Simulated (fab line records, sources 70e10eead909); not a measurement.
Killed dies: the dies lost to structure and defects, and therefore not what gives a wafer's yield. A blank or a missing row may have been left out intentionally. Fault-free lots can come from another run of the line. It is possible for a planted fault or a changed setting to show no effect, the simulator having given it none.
Chamber matching / flow nand harc / NHARC_P_CONTACT_CMP_24 on cmp-04 has 4 sister chambers
The step polishes, t overpolish 30 s, target thk 200 nm. 8 wafers are shown with their chamber, then 10 later ones without.

== WAFERS, EACH WITH ITS CHAMBER ==
wafer=L087.5; chamber=1; motor current A (A)=12.9; time to endpoint s (s)=38.9
wafer=L089.1; chamber=2; motor current A (A)=10.6; time to endpoint s (s)=44.9
wafer=L089.5; chamber=1; motor current A (A)=13.7; time to endpoint s (s)=41.6
wafer=L091.1; chamber=0; motor current A (A)=11.5; time to endpoint s (s)=41.6
wafer=L091.3; chamber=3; motor current A (A)=13.5; time to endpoint s (s)=44.4
wafer=L091.6; chamber=0; motor current A (A)=12.1; time to endpoint s (s)=45.1
wafer=L093.1; chamber=2; motor current A (A)=10.1; time to endpoint s (s)=42.5
wafer=L093.3; chamber=3; motor current A (A)=13.3; time to endpoint s (s)=46.0

== WAFERS WHOSE CHAMBER IS MISSING ==
wafer=L093.6; motor current A (A)=13.6; time to endpoint s (s)=39.8
wafer=L095.1; motor current A (A)=12.4; time to endpoint s (s)=42.4
wafer=L095.4; motor current A (A)=13.2; time to endpoint s (s)=42.7
wafer=L095.5; motor current A (A)=12.7; time to endpoint s (s)=41.5
wafer=L096.1; motor current A (A)=12.9; time to endpoint s (s)=43.0
wafer=L096.2; motor current A (A)=10.1; time to endpoint s (s)=44.5
wafer=L096.6; motor current A (A)=13.1; time to endpoint s (s)=45.9
wafer=L097.2; motor current A (A)=12.1; time to endpoint s (s)=42.1
wafer=L097.3; motor current A (A)=13.1; time to endpoint s (s)=43.6
wafer=L097.6; motor current A (A)=10.3; time to endpoint s (s)=40.2

== CHAMBER TAKEN BY EACH ==
wafer=L093.6; from the rows above=1; in truth=1
wafer=L095.1; from the rows above=can't be placed: 0 or 1 or 3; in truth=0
wafer=L095.4; from the rows above=can't be placed: 1 or 3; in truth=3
wafer=L095.5; from the rows above=can't be placed: 1 or 0 or 3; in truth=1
wafer=L096.1; from the rows above=can't be placed: 3 or 1 or 0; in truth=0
wafer=L096.2; from the rows above=2; in truth=2
wafer=L096.6; from the rows above=3; in truth=3
wafer=L097.2; from the rows above=0; in truth=0
wafer=L097.3; from the rows above=can't be placed: 3 or 1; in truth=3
wafer=L097.6; from the rows above=2; in truth=2
Correct placement for 5 of the 10. Can't be placed from these rows: 5 (the true chamber is among the candidates in 5). 0 placed wrongly.
How it was worked out, from the rows above alone: a wafer's distance from a chamber is the root of the sum, over the readings, of the square of ((its reading less the chamber's mean) divided by the reading's scatter). The wafer belongs to the nearest chamber; if the next one is less than 2 further off, it can't be placed. Each chamber's mean is taken over the wafers shown for it. How the scatter is found: for the shown wafers, subtract from each reading the mean of its chamber, square and add these, divide the total by (wafers less chambers), then take the root.
